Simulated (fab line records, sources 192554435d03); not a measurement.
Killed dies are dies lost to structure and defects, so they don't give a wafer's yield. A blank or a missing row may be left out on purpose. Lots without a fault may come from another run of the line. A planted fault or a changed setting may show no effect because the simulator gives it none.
fab line records | flow n5_finfet
record lots=5 wafers=15 last_day=17
route steps=1938 shown BEOL_M6@1199 PASSIVATION@1936
lots that met no fault: from a run of the same line without faults
start_h: hours from the record's first day to the start of the lot's first wafer shown | wait_h: hours since the lot's step before | " the same as in the row above | L1.1+2: a row that stands for several wafers | - no value, or no start given | * or withheld: withheld | < > ~ a bound
route shown NAME@n: a module of which the file shows steps, and the number in the route of the first | usual: mean/standard deviation of fault-free wafers | same: alike in all rows | chamber/n: place in a boat | sites: the reading at each site | _std_site: their standard deviation | _edge_site: outer sites' mean less inner sites' | radius_mm: how far each site lies from the wafer's centre | mask NAME#n: copy n | behind: the tool/chamber that last shaped the wafer | hold: why the lot was held/for how many hours/how that ended | device: the transistor (n, p or np) that didn't switch | end of line: the same wafers' tests at the end of the route | a step without rows: its recipe alone | killed: dies lost to structure and defects at the first sort, not the wafer's yield | map: a wafer's dies, x killed, . not, _ none there
set.NAME: the setting as run; set.NAME@STEP: as run at that earlier step | model.NAME: the simulator's own value behind a step, which no gauge read
lots at some steps of the route; a table a step, a row a wafer
services: from which hour (start_h, from the record's first day; less than 0 if before it) a tool's chamber was out of use, for how many hours, and why
## steps
# step N5_BEOL_M6_COAT_59
# recipe resist=SOC temp_c=250 time_s=60 spin_rpm=1500 resist_thk_nm=100
# step N5_BEOL_M6_COAT_60
# recipe resist=SiARC temp_c=220 time_s=60 spin_rpm=1500 resist_thk_nm=35
# step N5_BEOL_M6_COAT_05
# recipe resist=CAR-ArF spin_rpm=1500 resist_thk_nm=90
# step N5_BEOL_M6_EBR_07
# recipe solvent=PGMEA ebr_width_mm=1.5
# step N5_BEOL_M6_SOFTBAKE_06
# recipe temp_c=110 time_s=60 resist=CAR-ArF
# step N5_BEOL_M6_EXPOSE_08
# recipe mask_id=M6 na=1.35 source_shape=dipole sigma_inner=0.817 sigma_outer=0.97 polarization=te dose_mj=68.25
# step N5_BEOL_M6_PEB_09
# recipe peb_temp_c=withheld peb_time_s=60 resist=CAR-ArF
# step N5_BEOL_M6_DEVELOP_10
# recipe develop_time_s=30 developer=TMAH resist=CAR-ArF rinse_liquid=diw dry=air_spin dev_temp_c=23
# step N5_BEOL_M6_CD_MEAS_11
# recipe target_cd_nm=38.5 landing_energy_ev=500 detector=se_inlens polarity=opening
# usual cd_nm=38.5/0.41
# same landing_energy_ev=500
# columns lot.wafer tool chamber start_h wait_h cd_nm
L730.1 cd_sem-03 0 201.80 - 38.8
L730.2 " 0 " " 38.9
L730.4 " 0 " " 38.9
L736.2 cd_sem-02 0 232.45 - 39.1
L736.3 " 0 " " 38.4
L736.5 " 0 " " 38.9
L738.3 cd_sem-02 0 261.04 - 38.6
L738.4 " 0 " " 38.4
L738.5 " 0 " " 38.1
L740.2 cd_sem-02 0 261.23 - 38.9
L740.3 " 0 " " 38.2
L740.4 " 0 " " 38.7
L750.2 cd_sem-03 0 321.10 - 38.3
L750.4 " 0 " " 38.6
L750.5 " 0 " " 38.6
# step N5_BEOL_M6_OVL_MEAS_12
# recipe points_per_wafer=44
# usual M6_OVL=0.3/0.62
# same points_per_wafer=44
# columns lot.wafer tool chamber start_h wait_h M6_OVL[nm]
L730.1 overlay-01 0 201.83 0.0 0.4
L730.2 " 0 " " 0.4
L730.4 " 0 " " 0.9
L736.2 overlay-02 0 232.48 0.0 1.0
L736.3 " 0 " " 0.9
L736.5 " 0 " " 0.3
L738.3 overlay-02 0 261.07 0.0 -0.2
L738.4 " 0 " " 0.6
L738.5 " 0 " " -1.1
L740.2 overlay-02 0 261.26 0.0 0.4
L740.3 " 0 " " 0.0
L740.4 " 0 " " 0.3
L750.2 overlay-01 0 321.13 0.0 0.3
L750.4 " 0 " " -0.4
L750.5 " 0 " " -0.2
# step N5_BEOL_M6_INSPECT_13
# recipe mode=adi inspect_instrument=brightfield
# usual raw_defect_count=438/100
# columns lot.wafer tool chamber start_h wait_h raw_defect_count
L730.1 defect_inspect-01 - 201.86 0.0 287
L730.2 " - " " 302
L730.4 " - " " 262
L736.2 defect_inspect-01 - 232.50 0.0 398
L736.3 " - " " 475
L736.5 " - " " 417
L738.3 defect_inspect-01 - 261.09 0.0 319
L738.4 " - " " 426
L738.5 " - " " 346
L740.2 defect_inspect-01 - 261.28 0.0 344
L740.3 " - " " 384
L740.4 " - " " 439
L750.2 defect_inspect-02 - 321.15 0.0 490
L750.4 " - " " 394
L750.5 " - " " 361
# step N5_BEOL_M6_DESCUM_16
# recipe chemistry=O2 time_s=7.9 source_power_w=50 bias_power_w=20 pressure_mtorr=20 rf_frequency_hz=2.712e+07 temp_c=40 resist=CAR-ArF o2_flow_sccm=225
# usual chamber_pressure_mTorr=20.001/0.024 drypump_motor_current_A=5.8/0.38 oes_product_au=0.82/0.077 rf_fwd_power_W=49.40/0.21 rf_vpp_V=243.8/1.2 showerhead_plenum_p_Torr=2.14/0.058 throttle_valve_pct=20.23/0.26
# same time_s=7.9
# columns lot.wafer tool chamber start_h wait_h chamber_pressure_mTorr drypump_motor_current_A oes_product_au rf_fwd_power_W rf_hours_counter_h rf_vpp_V showerhead_plenum_p_Torr throttle_valve_pct
L730.1 rie_diel-06 0 201.89 0.0 19.990 5.9 0.73 49.08 162 242.8 2.10 20.33
L730.2 " 1 " " 19.962 6.5 0.84 49.29 73 245.5 2.21 20.36
L730.4 " 2 " " 20.003 5.6 0.75 49.80 163 241.7 2.00 20.44
L736.2 rie_diel-05 1 232.54 0.0 19.974 5.7 0.73 49.29 158 243.8 2.17 20.23
L736.3 " 2 " " 19.997 5.8 0.87 49.87 43 243.9 2.13 19.85
L736.5 " 2 " " 20.003 5.8 0.86 49.70 - 242.6 2.13 19.85
L738.3 rie_diel-05 3 261.62 0.5 19.982 5.9 0.96 49.50 7 241.6 2.06 20.23
L738.4 " 0 " " 20.034 5.1 0.86 49.17 49 245.7 2.22 20.42
L738.5 " 1 " " 19.985 5.6 0.72 49.25 - 243.3 2.17 20.24
L740.2 rie_diel-04 2 261.97 0.7 20.003 5.9 0.77 49.39 121 242.1 2.10 20.65
L740.3 " 0 " " 20.008 5.4 0.83 49.67 78 243.9 2.12 20.38
L740.4 " 3 " " 19.966 5.6 0.88 49.10 38 243.2 2.13 20.08
L750.2 rie_diel-04 0 321.19 0.0 20.010 5.4 0.81 49.50 99 243.4 2.11 20.42
L750.4 " 2 " " 20.017 5.9 0.77 49.71 142 244.0 2.10 20.70
L750.5 " 3 " " 20.000 5.6 0.85 49.15 - 244.3 2.12 20.11
# step N5_BEOL_M6_ETCH_61
# recipe chemistry=CF4 target=SiARC target_depth_a=455 mask_material=CAR-ArF time_s=75.8 ion_energy_ev=80 pressure_mtorr=40 source_w=545 bias_w=36 Ar_flow_sccm=100 cf4_flow_sccm=100 ends=cleared
# usual chamber_pressure_mTorr=40.00/0.072 drypump_motor_current_A=5.8/0.38 etch_rf_on_time_s=75.7/0.89 oes_product_au=0.70/0.065 rf_fwd_power_W=539.3/2 rf_vpp_V=184.6/1 showerhead_plenum_p_Torr=2.18/0.057 throttle_valve_pct=15.42/0.24
# columns lot.wafer tool chamber start_h wait_h chamber_pressure_mTorr drypump_motor_current_A etch_rf_on_time_s oes_product_au rf_fwd_power_W rf_hours_counter_h rf_vpp_V showerhead_plenum_p_Torr throttle_valve_pct
L730.1 rie_diel-06 0 201.93 0.0 40.00 5.9 76.7 0.62 535.6 162 182.7 2.13 15.48
L730.2 " 1 " " 39.96 6.4 75.6 0.72 537.8 73 185.2 2.26 15.51
L730.4 " 2 " " 39.93 5.7 75.6 0.65 540.6 163 183.1 2.05 15.65
L736.2 rie_diel-05 1 232.57 0.0 39.91 5.6 75.7 0.62 538.3 158 185.1 2.23 15.49
L736.3 " 2 " " 40.07 5.8 75.3 0.75 536.7 43 184.3 2.18 15.06
L736.5 " 2 " " 39.97 5.8 76.2 0.74 542.1 - 184.6 2.17 15.06
L738.3 rie_diel-05 3 261.66 0.0 40.09 5.9 51.6 1.03 540.3 7 182.4 2.11 15.34
L738.4 " 0 " " 40.03 5.1 75.9 0.72 538.5 49 185.7 2.26 15.57
L738.5 " 1 " " 39.96 5.7 76.2 0.61 539.4 - 186.9 2.22 15.49
L740.2 rie_diel-04 2 262.00 0.0 39.96 5.9 75.5 0.67 538.7 121 184.4 2.15 15.80
L740.3 " 0 " " 39.94 5.4 77.0 0.70 537.3 78 183.5 2.17 15.55
L740.4 " 3 " " 39.98 5.6 74.6 0.75 539.2 38 184.5 2.18 15.25
L750.2 rie_diel-04 0 321.22 0.0 39.99 5.4 76.7 0.69 539.1 99 185.4 2.16 15.61
L750.4 " 2 " " 40.00 5.9 75.7 0.65 541.8 142 184.7 2.14 15.84
L750.5 " 3 " " 40.03 5.6 74.8 0.72 535.7 - 185.0 2.17 15.30
# step N5_BEOL_M6_ETCH_62
# recipe chemistry=N2/H2 target=SOC target_depth_a=1100 overetch_a=220 mask_material=SiARC temp_c=40 time_s=165 ion_energy_ev=200 pressure_mtorr=30 source_w=840 bias_w=150 n2_flow_sccm=200 h2_flow_sccm=200
# usual chamber_pressure_mTorr=30.002/0.027 drypump_motor_current_A=5.8/0.38 oes_product_au=0.69/0.062 rf_fwd_power_W=837.4/2.6 rf_vpp_V=525.3/2.2 showerhead_plenum_p_Torr=2.60/0.073 throttle_valve_pct=17.61/0.27
# same time_s=165
# columns lot.wafer tool chamber start_h wait_h chamber_pressure_mTorr drypump_motor_current_A oes_product_au rf_fwd_power_W rf_hours_counter_h rf_vpp_V showerhead_plenum_p_Torr throttle_valve_pct
L730.1 rie_diel-06 0 201.98 0.0 30.005 5.9 0.62 835.2 162 524.1 2.54 17.63
L730.2 " 1 " " 29.992 6.5 0.73 834.5 73 527.4 2.69 17.73
L730.4 " 2 " " 29.996 5.6 0.64 835.0 163 521.2 2.44 17.84
L736.2 rie_diel-05 1 232.63 0.0 30.055 5.6 0.62 838.2 158 524.6 2.65 17.63
L736.3 " 2 " " 30.032 5.8 0.74 840.8 43 525.6 2.59 17.20
L736.5 " 2 " " 30.080 5.8 0.74 840.5 - 524.4 2.59 17.19
L738.3 rie_diel-05 3 261.71 0.0 30.003 5.9 0.80 837.5 7 522.1 2.50 17.57
L738.4 " 0 " " 30.069 5.1 0.72 836.9 49 527.5 2.70 17.89
L738.5 " 1 " " 29.975 5.7 0.60 834.9 - 525.8 2.64 17.65
L740.2 rie_diel-04 2 262.06 0.0 29.978 5.9 0.66 837.4 121 524.2 2.56 18.08
L740.3 " 0 " " 29.998 5.4 0.70 835.3 79 524.8 2.57 17.64
L740.4 " 3 " " 30.007 5.6 0.74 839.3 38 527.2 2.59 17.46
L750.2 rie_diel-04 0 321.28 0.0 30.031 5.4 0.68 834.8 99 523.4 2.56 17.68
L750.4 " 2 " " 30.021 5.9 0.65 840.8 142 525.2 2.55 18.10
L750.5 " 3 " " 29.991 5.6 0.72 835.8 - 524.1 2.58 17.50
# step N5_PASSIVATION_PROBE_49
# usual defect_limited_yield=91.3/1.4 killed_at_M0_to_M3=34/10 killed_at_M4_up=13/4.8 killed_at_contacts=12/6.1 killed_at_front_end=40/11 killed_at_other=3.7/2.8 killed_dies=103/16 killed_open=67/12 killed_short=34/7.4 sort_bin_5_function=5.1/0.95 sort_bin_6_memory=3.2/0.62 sort_n_pass=1077/16 sort_yield_pct=91.3/1.4
# same gross_dies=1180 killed_at_back_side=0 sort_bin_4_leakage[%]=0 sort_bin_8_speed[%]=0
# columns lot.wafer tool chamber start_h wait_h defect_limited_yield[%] killed_at_M0_to_M3 killed_at_M4_up killed_at_contacts killed_at_front_end killed_at_other killed_dies killed_open killed_short sort_bin_5_function[%] sort_bin_6_memory[%] sort_n_pass sort_yield_pct[%]
L740.2 prober-01 - 342.84 0.1 91.4 37 14 11 32 8 102 60 40 4.8 3.4 1078 91.4
L740.3 prober-01 - 342.89 0.1 90.1 39 9 17 49 3 117 83 34 5.5 4.1 1063 90.1
L740.4 prober-01 - 342.94 0.2 90.2 29 16 20 46 5 116 65 47 5.7 3.6 1064 90.2
# killed by level:class
L740.2 BEOL_M0_SAQP:geometric_particle:short=11 MOL_CONTACT_COAG:geometric_particle:open=10 BEOL_M0_SAQP:geometric_particle:open=9 FIN_SAQP:geometric_particle:open=8 FIN_SAQP:geometric_particle:short=7 STI_FIN_REVEAL:geometric_particle:open=6 BEOL_M7:geometric_particle:open=6 BEOL_M3:geometric_particle:open=5
L740.3 FIN_SAQP:geometric_particle:open=17 MOL_CONTACT_COAG:geometric_particle:open=16 BEOL_M0_SAQP:geometric_particle:open=9 STI_FIN_REVEAL:geometric_particle:open=8 FIN_SAQP:geometric_particle:short=6 BEOL_M2:geometric_particle:open=6 BEOL_M0_SAQP:geometric_particle:short=5 BEOL_M1:geometric_particle:open=5
L740.4 MOL_CONTACT_COAG:geometric_particle:open=15 BEOL_M0_SAQP:geometric_particle:short=11 FIN_SAQP:geometric_particle:short=10 FIN_SAQP:geometric_particle:open=7 STI_FIN_REVEAL:geometric_particle:open=6 BEOL_M4:geometric_particle:open=6 MOL_CONTACT_COAG:geometric_particle:short=5 BEOL_M0_SAQP:geometric_particle:open=5
## services
# columns tool chamber start_h hours kind
rie_diel-05 3 204.47 - clean
rie_diel-05 3 204.47 - consumable_replace:focus_ring
rie_diel-05 3 204.47 40.2 scheduled_down
rie_diel-05 3 204.47 40.2 vent_cycle
rie_diel-06 3 228.27 - clean
rie_diel-06 3 228.27 - consumable_replace:focus_ring
rie_diel-06 3 228.27 - consumable_replace:showerhead
rie_diel-06 3 228.27 22.3 scheduled_down
rie_diel-06 3 228.27 22.3 vent_cycle
rie_diel-04 0 314.36 2.7 repair
## key
first_sign step=N5_BEOL_M6_ETCH_61 reading=etch_rf_on_time_s direction=down sigmas=27 usual=* struck=*
effect step=N5_BEOL_M6_ETCH_61 reading=oes_product_au direction=up sigmas=5.1 usual=0.70 struck=1.03
met_at N5_BEOL_M6_ETCH_61
struck_wafers L738.3
onset_between 232.57 261.66
fault kind=process_parameter_drift tool=rie_diel-05 chamber=- onset_h=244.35 steps=N5_BEOL_M6_ETCH_61 channel=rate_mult offset=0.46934 shape=step end_h=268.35 scope=struck_wafers_only
